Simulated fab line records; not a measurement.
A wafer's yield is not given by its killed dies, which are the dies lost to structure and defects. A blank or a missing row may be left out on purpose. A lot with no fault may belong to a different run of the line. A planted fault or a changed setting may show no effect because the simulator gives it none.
Matching of chambers || flow n5Finfet || N5_BEOL_M4_DEP_57 on pecvd-03: 3 sister chambers
The step deposits SiCN from 3MS/NH3, target thk 8 nm, time 14 s. 3 wafers are shown with their chamber, then 11 later ones without.

## WAFERS, EACH WITH ITS CHAMBER
{"wafer": "L079.2", "chamber": 2, "throttleValvePct (%)": 8.1}
{"wafer": "L087.5", "chamber": 1, "throttleValvePct (%)": 9.2}
{"wafer": "L086.1", "chamber": 0, "throttleValvePct (%)": 8.9}

## WAFERS WHOSE CHAMBER IS MISSING
{"wafer": "L086.3", "throttleValvePct (%)": 9.3}
{"wafer": "L086.4", "throttleValvePct (%)": 8.3}
{"wafer": "L088.1", "throttleValvePct (%)": 9.5}
{"wafer": "L088.3", "throttleValvePct (%)": 9.0}
{"wafer": "L088.4", "throttleValvePct (%)": 8.5}
{"wafer": "L093.2", "throttleValvePct (%)": 8.9}
{"wafer": "L093.4", "throttleValvePct (%)": 9.0}
{"wafer": "L093.6", "throttleValvePct (%)": 8.4}
{"wafer": "L094.3", "throttleValvePct (%)": 9.2}
{"wafer": "L094.5", "throttleValvePct (%)": 8.8}
{"wafer": "L094.6", "throttleValvePct (%)": 9.0}

## WHICH CHAMBER EACH WENT THROUGH
{"wafer": "L086.3", "from the rows above": "can't be placed: 1 or 0", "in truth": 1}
{"wafer": "L086.4", "from the rows above": 2, "in truth": 2}
{"wafer": "L088.1", "from the rows above": "can't be placed: 1 or 0", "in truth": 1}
{"wafer": "L088.3", "from the rows above": "can't be placed: 0 or 1", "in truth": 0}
{"wafer": "L088.4", "from the rows above": "can't be placed: 0 or 2 or 1", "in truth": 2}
{"wafer": "L093.2", "from the rows above": "can't be placed: 0 or 1", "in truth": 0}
{"wafer": "L093.4", "from the rows above": "can't be placed: 0 or 1", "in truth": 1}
{"wafer": "L093.6", "from the rows above": "can't be placed: 2 or 0", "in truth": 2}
{"wafer": "L094.3", "from the rows above": "can't be placed: 1 or 0", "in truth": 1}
{"wafer": "L094.5", "from the rows above": "can't be placed: 0 or 1", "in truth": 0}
{"wafer": "L094.6", "from the rows above": "can't be placed: 0 or 1", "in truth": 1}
Placed correctly: 1 of 11. Cannot be placed on the basis of these rows: 10; the candidates contain the true chamber in 10. Placed wrongly: 0.
How it was worked out, from the rows above alone: a wafer's distance from a chamber is the root of the sum, over the readings, of the square of ((its reading less the chamber's mean) divided by the reading's scatter). The wafer belongs to the nearest chamber; if the next one is less than 2 further off, it can't be placed. For every chamber, the mean is computed from those of its wafers that are shown. The scatter: with one shown wafer a chamber, the root of the mean of the squares of how far each hidden wafer lies from its nearest shown one.
